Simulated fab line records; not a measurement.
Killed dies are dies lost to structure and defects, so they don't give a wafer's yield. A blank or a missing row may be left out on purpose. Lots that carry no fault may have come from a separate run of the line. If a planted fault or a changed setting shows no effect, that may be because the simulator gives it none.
fab line records	flow n5-finfet
record: lots: 15	wafers: 40	last-day: 17
route steps=1938 shown DUMMY_GATE@244 SD_EPI_N@268 BEOL_M4@1111
lots with no fault: from the same line, run without faults
start-h: hours from the record's opening day to when the first of the lot's shown wafers began	wait-h: hours since the lot's step before	" as in the row above	L1.1+2: a row that stands for several wafers	- value missing, or start not given	* or withheld: withheld	< > ~ a bound
route shown NAME@n: a module of which the file shows steps, and the number in the route of the first	usual: average and standard deviation across the fault-free wafers	same: alike in all rows	chamber/n: place in a boat	sites: readings site by site	_std_site: their standard deviation	_edge_site: inner sites' mean taken away from outer sites' mean	radius-mm: for every site, how far away it sits from the centre of the wafer	mask NAME#n: copy n	behind: the tool/chamber that last shaped the wafer	hold: cause of the lot's hold/its duration in hours/its outcome	device: transistor that didn't switch, given as n, p or np	end of line: tests of these same wafers at the route's end	for a step that has no rows: nothing shown but its recipe	killed: the dies lost at the first sort to structure and to defects; this is not the yield of the wafer	map: shows each die of a wafer: x if killed, . if not, _ if none is there
set.NAME: setting as actually run; set.NAME@STEP: the setting as run at that earlier step	model.NAME: the simulator's own value behind a step, which no gauge read
a sample of lots followed through the steps of the route, with each step as a table and each wafer as a row
services: a tool's chamber out of use, with start hour (start-h, from the record's first day; less than 0 if before it), hours out, and reason
== steps ==
step: N5_DUMMY_GATE_STRIP_41
recipe: chemistry: O2	power-w: 400	temp-c: 40	pressure-mtorr: 30	rf-frequency-hz: 6e+07	bias-power-w: 0	overash-fraction: 0.3	o2-flow-sccm: 225
usual: drypump-motor-current-A: 5.9/0.42	oes-product-au: 0.77/0.078	rf-vpp-V: 3.7/0.49	showerhead-plenum-p-Torr: 2.14/0.064	throttle-valve-pct: 16.77/0.2
lot.wafer	tool	chamber	start-h	wait-h	drypump-motor-current-A	oes-product-au	rf-hours-counter-h	rf-vpp-V	showerhead-plenum-p-Torr	throttle-valve-pct
L852.2	rie-diel-02	2	46.83	0.0	6.0	0.79	135	3.6	2.20	16.72
L852.3	"	1	"	"	5.7	0.75	149	3.8	2.04	17.00
L852.5	"	1	"	"	5.7	0.75	-	3.3	2.04	17.00
L853.1	rie-diel-01	2	53.15	0.0	5.4	0.93	20	3.7	2.14	16.74
L853.3	"	0	"	"	5.1	0.78	135	3.2	2.22	16.70
L853.5	"	0	"	"	5.1	0.78	-	3.8	2.22	16.71
L854.1	rie-diel-01	1	59.47	0.0	5.6	0.69	209	4.5	2.10	16.70
L854.3	"	2	"	"	5.4	0.91	22	3.1	2.14	16.75
L854.5	"	1	"	"	5.7	0.69	-	4.0	2.10	16.71
L855.1	rie-diel-01	3	64.83	0.0	6.3	0.69	216	2.9	2.05	16.64
L855.3	"	2	"	"	5.4	0.91	24	4.4	2.14	16.74
L855.6	"	2	"	"	5.4	0.91	-	3.2	2.14	16.76
L856.1	rie-diel-03	3	72.31	0.0	6.6	0.99	2	3.8	2.25	16.42
L856.6	"	0	"	"	6.1	0.78	-	2.7	2.20	16.53
L857.1	rie-diel-03	3	79.29	0.0	6.5	0.98	4	2.9	2.25	16.42
L857.3	"	1	"	"	5.7	0.76	143	3.9	2.11	16.98
L857.6	"	0	"	"	6.1	0.77	-	3.3	2.20	16.55
L859.2	rie-diel-03	0	88.47	0.0	6.1	0.77	135	3.9	2.20	16.55
L859.3	"	2	"	"	6.4	0.75	139	4.2	2.11	16.68
L859.5	"	1	"	"	5.7	0.76	-	3.3	2.11	16.98
L860.1	rie-diel-03	2	98.37	0.0	6.4	0.76	142	3.3	2.11	16.68
L860.2	"	1	"	"	5.7	0.75	149	4.1	2.10	16.98
L860.3	"	3	"	"	6.5	0.96	9	4.0	2.24	16.44
L862.2	rie-diel-02	3	107.11	0.0	5.8	0.71	186	3.9	2.09	17.17
L862.3	"	2	"	"	6.0	0.77	154	4.1	2.19	16.76
L862.5	"	3	"	"	5.8	0.71	-	3.6	2.09	17.17
L868.1	rie-diel-03	0	142.32	0.0	6.1	0.76	150	3.6	2.19	16.58
L868.5	"	0	"	"	6.1	0.76	-	3.4	2.19	16.57
L870.5	rie-diel-03	0	156.32	0.0	6.1	0.76	-	3.1	2.19	16.59
L870.6	"	3	"	"	6.6	0.90	-	3.8	2.24	16.48
L871.1	rie-diel-01	0	162.91	0.0	5.1	0.74	170	3.5	2.21	16.77
L871.5	"	2	"	"	5.4	0.86	-	3.8	2.13	16.82
L873.1	rie-diel-03	0	172.60	0.0	6.1	0.75	159	4.2	2.19	16.58
L873.3	"	1	"	"	5.7	0.73	170	3.8	2.10	17.00
L873.4	"	3	"	"	6.6	0.89	32	4.0	2.24	16.49
L874.1	rie-diel-01	1	185.15	0.0	5.6	0.66	250	3.9	2.09	16.79
L874.3	"	2	"	"	5.4	0.85	65	3.3	2.12	16.82
L874.4	"	3	"	"	6.3	0.68	245	4.3	2.04	16.67
L875.5	rie-diel-02	3	191.35	0.0	5.7	0.69	-	4.2	2.08	17.22
L875.6	"	2	"	"	6.0	0.76	-	3.9	2.18	16.82
step: N5_SD_EPI_N_PEB_07
recipe: peb-temp-c: 110	peb-time-s: 60	resist: CAR-ArF-block
usual: heater-power-total-W: 175.6/1.7
lot.wafer	tool	chamber	start-h	wait-h	heater-power-total-W
L852.2	litho-track-02	0	48.58	0.0	177.5
L852.3	"	0	"	"	174.3
L852.5	"	0	"	"	177.4
L853.1	litho-track-04	0	54.94	0.1	175.4
L853.3	"	0	"	"	173.0
L853.5	"	0	"	"	176.3
L854.1	litho-track-01	0	60.96	0.1	173.0
L854.3	"	0	"	"	177.5
L854.5	"	0	"	"	173.0
L855.1	litho-track-04	0	66.50	0.1	176.1
L855.3	"	0	"	"	173.9
L855.6	"	0	"	"	175.5
L856.1	litho-track-02	0	73.93	0.1	174.2
L856.6	"	0	"	"	173.1
L857.1	litho-track-04	0	80.93	0.1	177.3
L857.3	"	0	"	"	177.5
L857.6	"	0	"	"	173.0
L859.2	litho-track-01	0	90.39	0.0	176.6
L859.3	"	0	"	"	177.1
L859.5	"	0	"	"	173.0
L860.1	litho-track-04	0	99.93	0.1	175.7
L860.2	"	0	"	"	177.3
L860.3	"	0	"	"	176.2
L862.2	litho-track-02	0	108.69	0.0	176.1
L862.3	"	0	"	"	177.5
L862.5	"	0	"	"	177.5
L868.1	litho-track-02	0	144.80	0.1	175.7
L868.5	"	0	"	"	191.3
L870.5	litho-track-02	0	157.89	0.0	186.1
L870.6	"	0	"	"	190.1
L871.1	litho-track-02	0	164.72	0.1	175.1
L871.5	"	0	"	"	189.7
L873.1	litho-track-04	0	174.35	0.1	177.3
L873.3	"	0	"	"	177.6
L873.4	"	0	"	"	177.4
L874.1	litho-track-01	0	187.73	0.1	177.5
L874.3	"	0	"	"	177.4
L874.4	"	0	"	"	173.0
L875.5	litho-track-01	0	192.97	0.0	174.0
L875.6	"	0	"	"	176.3
step: N5_SD_EPI_N_CD_MEAS_09
recipe: target-cd-nm: 120	landing-energy-ev: 500	detector: se-inlens
usual: cd-nm: 120.1/1
lot.wafer	tool	chamber	start-h	wait-h	cd-nm
L852.2	cd-sem-02	0	48.65	-	119.1
L852.3	"	0	"	"	119.1
L852.5	"	0	"	"	118.8
L853.1	cd-sem-01	0	55.01	-	121.7
L853.3	"	0	"	"	120.9
L853.5	"	0	"	"	119.6
L854.1	cd-sem-03	0	61.03	-	119.9
L854.3	"	0	"	"	120.1
L854.5	"	0	"	"	119.0
L855.1	cd-sem-03	0	66.57	-	121.7
L855.3	"	0	"	"	120.5
L855.6	"	0	"	"	121.7
L856.1	cd-sem-01	0	73.99	-	119.6
L856.6	"	0	"	"	119.7
L857.1	cd-sem-03	0	81.00	-	121.1
L857.3	"	0	"	"	121.0
L857.6	"	0	"	"	122.4
L859.2	cd-sem-03	0	90.46	-	120.4
L859.3	"	0	"	"	120.0
L859.5	"	0	"	"	119.2
L860.1	cd-sem-02	0	100.00	-	121.5
L860.2	"	0	"	"	122.2
L860.3	"	0	"	"	121.6
L862.2	cd-sem-03	0	108.76	-	119.8
L862.3	"	0	"	"	119.4
L862.5	"	0	"	"	119.9
L868.1	cd-sem-01	0	144.86	-	119.0
L868.5	"	0	"	"	116.1
L870.5	cd-sem-02	0	157.96	-	115.0
L870.6	"	0	"	"	115.2
L871.1	cd-sem-01	0	164.79	-	119.9
L871.5	"	0	"	"	116.3
L873.1	cd-sem-03	0	174.42	-	121.4
L873.3	"	0	"	"	121.1
L873.4	"	0	"	"	120.8
L874.1	cd-sem-03	0	187.79	-	119.5
L874.3	"	0	"	"	119.8
L874.4	"	0	"	"	118.8
L875.5	cd-sem-02	0	193.04	-	118.9
L875.6	"	0	"	"	118.6
step: N5_SD_EPI_N_ETCH_34
recipe: chemistry: CF4	target: SiARC	target-depth-a: 455	mask-material: CAR-ArF-block	time-s: 75.8	ion-energy-ev: 80	pressure-mtorr: 40	source-w: 545	bias-w: 36	Ar_flow_sccm: 100	cf4-flow-sccm: 100	ends: cleared
usual: drypump-motor-current-A: 5.7/0.59	etch-rf-on-time-s: 75.7/1.9	oes-product-au: 0.65/0.068	rf-vpp-V: 184.1/1.1	showerhead-plenum-p-Torr: 2.14/0.073	throttle-valve-pct: 15.76/0.28
lot.wafer	tool	chamber	start-h	wait-h	drypump-motor-current-A	etch-rf-on-time-s	oes-product-au	rf-hours-counter-h	rf-vpp-V	showerhead-plenum-p-Torr	throttle-valve-pct
L852.2	rie-diel-05	0	48.77	0.0	4.8	73.0	0.62	193	184.8	2.05	15.81
L852.3	"	3	"	"	6.3	76.4	0.61	219	185.0	2.19	15.71
L852.5	"	1	"	"	5.3	73.8	0.61	-	182.1	2.03	15.93
L853.1	rie-diel-04	2	55.62	0.0	5.7	78.2	0.58	212	182.2	2.10	15.78
L853.3	"	0	"	"	6.7	76.4	0.66	142	183.4	2.23	15.61
L853.5	"	3	"	"	6.2	77.7	0.69	-	183.5	2.09	15.77
L854.1	rie-diel-06	2	61.15	0.0	5.1	78.4	0.72	46	185.5	2.30	15.40
L854.3	"	0	"	"	6.2	75.8	0.61	203	183.7	2.12	15.98
L854.5	"	0	"	"	6.2	76.1	0.61	-	184.1	2.12	15.97
L855.1	rie-diel-04	2	68.00	0.0	5.7	77.4	0.59	217	184.1	2.10	15.78
L855.3	"	0	"	"	6.7	75.7	0.66	146	184.8	2.23	15.63
L855.6	"	2	"	"	5.7	77.5	0.59	-	184.3	2.10	15.79
L856.1	rie-diel-06	3	74.12	0.0	5.9	75.6	0.72	57	184.0	2.17	15.50
L856.6	"	1	"	"	4.8	75.6	0.64	-	184.5	2.13	15.73
L857.1	rie-diel-04	3	81.21	0.0	6.2	77.5	0.68	89	183.6	2.09	15.81
L857.3	"	0	"	"	6.7	75.4	0.66	150	185.7	2.23	15.64
L857.6	"	1	"	"	5.9	72.1	0.63	-	185.0	2.21	16.15
L859.2	rie-diel-05	0	90.58	0.0	4.8	73.9	0.61	208	182.7	2.04	15.81
L859.3	"	1	"	"	5.3	73.1	0.60	220	182.0	2.02	15.96
L859.5	"	0	"	"	4.8	73.5	0.61	-	181.5	2.04	15.82
L860.1	rie-diel-04	2	100.13	0.0	5.7	77.4	0.57	228	183.7	2.10	15.81
L860.2	"	0	"	"	6.7	76.5	0.65	156	184.8	2.23	15.64
L860.3	"	3	"	"	6.2	77.2	0.67	95	185.3	2.09	15.81
L862.2	rie-diel-04	1	108.88	0.0	5.9	71.9	0.62	209	184.6	2.21	16.17
L862.3	"	3	"	"	6.2	78.1	0.67	97	183.2	2.08	15.83
L862.5	"	2	"	"	5.6	77.3	0.57	-	183.7	2.10	15.81
L868.1	rie-diel-05	2	144.99	0.0	5.3	76.6	0.75	35	185.7	2.16	15.13
L868.5	"	2	"	"	5.3	76.5	0.75	-	183.4	2.16	15.11
L870.5	rie-diel-06	2	158.10	0.0	5.1	75.8	0.68	-	184.8	2.29	15.48
L870.6	"	1	"	"	4.8	76.3	0.61	-	184.7	2.12	15.80
L871.1	rie-diel-06	2	165.20	0.0	5.1	76.5	0.67	84	186.3	2.28	15.48
L871.5	"	3	"	"	5.8	77.3	0.68	-	184.6	2.16	15.57
L873.1	rie-diel-04	1	174.68	0.0	5.9	73.3	0.61	236	185.5	2.20	16.22
L873.3	"	3	"	"	6.2	79.0	0.64	123	183.6	2.08	15.88
L873.4	"	0	"	"	6.7	76.4	0.63	-	185.2	2.22	15.68
L874.1	rie-diel-05	1	187.92	0.0	5.4	72.8	0.88	0	186.3	2.26	15.52
L874.3	"	3	"	"	6.3	73.3	0.81	12	182.4	2.17	15.34
L874.4	"	0	"	"	4.8	72.6	0.60	245	182.4	2.03	15.90
L875.5	rie-diel-04	2	193.81	0.0	5.7	78.5	0.82	-	183.9	2.09	15.38
L875.6	"	3	"	"	6.2	78.3	0.64	-	183.2	2.07	15.88
step: N5_SD_EPI_N_ETCH_16
recipe: chemistry: CHF3/O2	target: SiO2	target-depth-a: 50	mask-material: SOC	pressure-mtorr: 30	source-w: 650	bias-w: 170	Ar_flow_sccm: 200	CHF3_flow_sccm: 50	O2_flow_sccm: 5	ion-energy-ev: 200
usual: drypump-motor-current-A: 5.7/0.59	oes-product-au: 0.76/0.082	rf-vpp-V: 531/13	showerhead-plenum-p-Torr: 2.41/0.081	throttle-valve-pct: 19.1/0.32
lot.wafer	tool	chamber	start-h	wait-h	drypump-motor-current-A	oes-product-au	rf-hours-counter-h	rf-vpp-V	showerhead-plenum-p-Torr	throttle-valve-pct
L852.2	rie-diel-05	0	49.35	0.1	4.8	0.72	193	529	2.31	19.1
L852.3	"	3	"	"	6.3	0.72	219	542	2.47	19.0
L852.5	"	1	"	"	5.3	0.71	-	526	2.28	19.2
L853.1	rie-diel-04	2	56.20	0.1	5.6	0.69	213	542	2.36	19.0
L853.3	"	0	"	"	6.7	0.77	142	547	2.51	18.9
L853.5	"	3	"	"	6.2	0.82	-	539	2.37	19.2
L854.1	rie-diel-06	2	61.73	0.1	5.1	0.84	46	539	2.57	18.6
L854.3	"	0	"	"	6.2	0.72	203	514	2.38	19.3
L854.5	"	0	"	"	6.2	0.72	-	516	2.38	19.3
L855.1	rie-diel-04	2	68.58	0.1	5.7	0.68	217	543	2.36	19.0
L855.3	"	0	"	"	6.7	0.77	146	548	2.51	18.9
L855.6	"	2	"	"	5.7	0.69	-	542	2.35	19.0
L856.1	rie-diel-06	3	74.70	0.1	5.9	0.85	57	549	2.44	18.8
L856.6	"	1	"	"	4.8	0.73	-	508	2.38	18.9
L857.1	rie-diel-04	3	81.79	0.1	6.2	0.81	89	538	2.36	19.2
L857.3	"	0	"	"	6.7	0.77	151	548	2.51	18.9
L857.6	"	1	"	"	5.9	0.73	-	512	2.50	19.5
L859.2	rie-diel-05	0	91.16	0.1	4.8	0.72	209	531	2.31	19.2
L859.3	"	1	"	"	5.3	0.70	221	526	2.28	19.2
L859.5	"	0	"	"	4.8	0.71	-	528	2.31	19.2
L860.1	rie-diel-04	2	100.71	0.1	5.7	0.69	228	541	2.35	19.0
L860.2	"	0	"	"	6.7	0.77	157	547	2.51	18.9
L860.3	"	3	"	"	6.2	0.80	95	537	2.36	19.2
L862.2	rie-diel-04	1	109.46	0.1	5.9	0.72	209	514	2.50	19.6
L862.3	"	3	"	"	6.2	0.79	97	539	2.36	19.3
L862.5	"	2	"	"	5.7	0.67	-	541	2.35	19.0
L868.1	rie-diel-05	2	145.57	0.1	5.3	0.88	35	521	2.42	18.3
L868.5	"	2	"	"	5.3	0.87	-	519	2.42	18.4
L870.5	rie-diel-06	2	158.68	0.0	5.1	0.80	-	542	2.56	18.7
L870.6	"	1	"	"	4.8	0.70	-	508	2.37	19.0
L871.1	rie-diel-06	2	165.78	0.1	5.1	0.80	84	538	2.56	18.7
L871.5	"	3	"	"	5.9	0.80	-	547	2.43	18.8
L873.1	rie-diel-04	1	175.26	0.1	5.9	0.70	236	513	2.49	19.6
L873.3	"	3	"	"	6.2	0.77	124	538	2.35	19.3
L873.4	"	0	"	"	6.7	0.73	-	549	2.50	18.9
L874.1	rie-diel-05	1	188.50	0.1	5.3	0.99	0	535	2.55	18.9
L874.3	"	3	"	"	6.3	0.95	12	541	2.46	18.7
L874.4	"	0	"	"	4.8	0.69	245	527	2.30	19.2
L875.5	rie-diel-04	2	194.38	0.0	5.7	0.96	-	541	2.34	18.7
L875.6	"	3	"	"	6.2	0.76	-	538	2.35	19.3
step: N5_BEOL_M4_RC_MEAS_101
usual: DIBL_N: 36.8/2.2	DIBL_P: 37.0/2.8	IOFF_N: 0.18/0.043	IOFF_P: 0.23/0.05	ION_N: 680/14	ION_P: 466/9.1	SS_N: 71.7/0.74	SS_P: 73.5/0.79	VT_N: 248/4	VT_P: -249/4.1
lot.wafer	tool	chamber	start-h	wait-h	DIBL_N[mV/V]	DIBL_P[mV/V]	IOFF_N[nA/um]	IOFF_P[nA/um]	ION_N[uA/um]	ION_P[uA/um]	SS_N[mV/dec]	SS_P[mV/dec]	VT_N[mV]	VT_P[mV]
L854.1	prober-01	0	169.07	0.0	39.6	41.3	0.29	0.36	715	484	72.7	74.8	238	-241
L854.3	"	0	"	"	35.4	36.2	0.17	0.22	691	470	71.5	73.3	247	-246
L854.5	"	0	"	"	37.8	39.6	0.23	0.32	696	480	72.1	74.0	243	-242
L852.2	prober-01	0	177.38	0.2	34.7	35.3	0.13	0.19	665	459	71.2	73.2	251	-253
L852.3	"	0	"	"	33.8	35.0	0.13	0.19	687	467	71.0	73.7	249	-251
L852.5	"	0	"	"	37.8	38.8	0.20	0.25	689	467	71.7	74.1	246	-249
L853.1	prober-02	0	177.57	0.0	37.8	36.7	0.16	0.19	666	450	71.9	73.9	249	-254
L853.3	"	0	"	"	34.9	33.9	0.13	0.17	677	462	69.7	73.0	252	-255
L853.5	"	0	"	"	38.9	38.6	0.19	0.23	688	463	71.8	73.7	248	-251
L855.1	prober-01	0	197.16	0.1	35.7	36.9	0.18	0.19	677	453	71.6	73.4	243	-254
L855.3	"	0	"	"	36.3	38.2	0.17	0.19	667	456	71.6	73.1	253	-253
L855.6	"	0	"	"	37.7	40.2	0.23	0.24	700	467	72.0	73.6	244	-250
L856.1	prober-01	0	200.37	0.2	36.6	39.3	0.18	0.20	682	455	71.6	73.9	246	-253
L856.6	"	0	"	"	32.5	33.7	0.10	0.13	659	444	70.4	72.3	255	-259
L859.2	prober-02	0	203.49	0.2	37.2	36.0	0.17	0.22	678	465	72.8	73.9	248	-248
L859.3	"	0	"	"	34.5	33.0	0.13	0.18	658	457	71.3	72.6	250	-250
L859.5	"	0	"	"	38.6	38.7	0.20	0.26	677	469	72.6	73.6	246	-246
L857.1	prober-01	0	203.58	0.0	36.2	37.8	0.16	0.20	681	464	72.4	72.9	250	-251
L857.3	"	0	"	"	39.3	41.7	0.21	0.29	692	469	73.0	74.6	247	-248
L857.6	"	0	"	"	36.2	38.4	0.15	0.20	676	463	71.3	72.4	249	-251
L860.1	prober-02	0	224.45	0.0	40.9	45.1	0.28	0.36	698	474	72.8	75.9	240	-244
L860.2	"	0	"	"	36.3	39.3	0.17	0.23	685	472	71.2	72.8	247	-251
L860.3	"	0	"	"	31.0	32.1	0.09	0.13	647	449	69.7	71.9	256	-257
L862.2	prober-02	0	230.72	0.2	40.1	39.8	0.20	0.30	671	470	72.0	74.3	249	-244
L862.3	"	0	"	"	38.5	38.5	0.19	0.28	681	477	71.6	73.3	246	-243
L862.5	"	0	"	"	42.5	42.6	0.27	0.36	700	479	73.1	74.9	244	-242
L868.1	prober-02	0	255.22	0.0	38.0	35.6	0.16	0.18	675	453	71.6	73.2	249	-254
L868.5	"	0	"	"	34.9	31.6	0.12	0.13	662	448	71.6	72.1	254	-256
L871.1	prober-01	0	284.51	0.0	38.5	37.3	0.21	0.24	673	461	71.9	73.1	248	-246
L871.5	"	0	"	"	38.4	38.7	0.23	0.27	700	479	71.8	73.7	242	-248
L870.5	prober-02	0	285.27	0.6	30.4	29.0	0.08	0.12	636	441	69.9	71.5	259	-257
L870.6	"	0	"	"	39.2	40.9	0.25	0.31	695	474	71.6	74.1	242	-244
L873.1	prober-01	0	291.49	0.0	37.4	36.0	0.18	0.20	687	459	71.9	73.4	249	-252
L873.3	"	0	"	"	39.8	41.2	0.25	0.31	707	480	73.3	74.3	244	-249
L873.4	"	0	"	"	38.5	37.6	0.21	0.23	683	460	72.8	73.8	247	-250
L874.1	prober-01	0	298.57	0.0	33.4	34.3	0.12	0.17	671	460	70.6	73.1	256	-255
L874.3	"	0	"	"	37.3	39.2	0.20	0.25	687	468	71.6	73.7	246	-250
L874.4	"	0	"	"	35.5	37.2	0.15	0.22	670	466	71.4	73.1	251	-250
L875.5	prober-02	0	299.52	0.6	36.7	37.9	0.20	0.26	686	474	72.2	73.6	243	-244
L875.6	"	0	"	"	37.7	40.2	0.22	0.31	701	487	72.3	74.8	242	-241
== services ==
tool	chamber	start-h	hours	kind
rie-diel-05	2	36.85	-	clean
rie-diel-05	2	36.85	-	consumable-replace:focus-ring
rie-diel-05	2	36.85	17.0	scheduled-down
rie-diel-05	2	36.85	17.0	vent-cycle
rie-diel-01	1	50.76	6.3	repair
rie-diel-05	-	61.60	0.2	repair
rie-diel-01	3	70.53	31.2	repair
rie-diel-05	3	133.54	-	clean
rie-diel-05	3	133.54	-	consumable-replace:focus-ring
rie-diel-05	3	133.54	18.2	scheduled-down
rie-diel-05	3	133.54	18.2	vent-cycle
rie-diel-04	0	138.65	5.3	repair
rie-diel-01	0	140.58	7.1	repair
rie-diel-01	-	143.86	3.3	repair
rie-diel-06	0	147.08	5.7	repair
rie-diel-03	1	147.36	3.3	repair
rie-diel-04	2	159.67	-	clean
rie-diel-04	2	159.67	-	consumable-replace:focus-ring
rie-diel-04	2	159.67	21.8	scheduled-down
rie-diel-04	2	159.67	21.8	vent-cycle
rie-diel-03	-	160.73	0.5	repair
rie-diel-05	1	170.15	-	clean
rie-diel-05	1	170.15	-	consumable-replace:focus-ring
rie-diel-05	1	170.15	-	consumable-replace:showerhead
== key ==
first-sign: step: N5_SD_EPI_N_PEB_07	reading: heater-power-total-W	direction: up	sigmas: 7.9	usual: *	struck: *
effect: step: N5_SD_EPI_N_CD_MEAS_09	reading: cd-nm	direction: down	sigmas: 4.4	usual: 120.1	struck: 115.7
met-at N5_SD_EPI_N_PEB_07
struck-lots L868,L870,L871
struck-wafers L868.5,L870.5,L870.6,L871.5
sort-left-out L868.5,L870.5,L870.6,L871.5
not-acting-at N5_DUMMY_GATE_STRIP_41,N5_SD_EPI_N_ETCH_34,N5_SD_EPI_N_ETCH_16
onset-between 108.69 144.80
fault: kind: process-parameter-drift	tool: litho-track-02	chamber: -	onset-h: 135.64	steps: N5_SD_EPI_N_PEB_07	channel: peb-time-s	offset: *	shape: step	end-h: 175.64	scope: struck-wafers-only	acts-in: *	stated: *
sort-left-out: the simulated sort isn't trusted on such a fault, so these wafers' sort isn't shown, and their yield isn't known
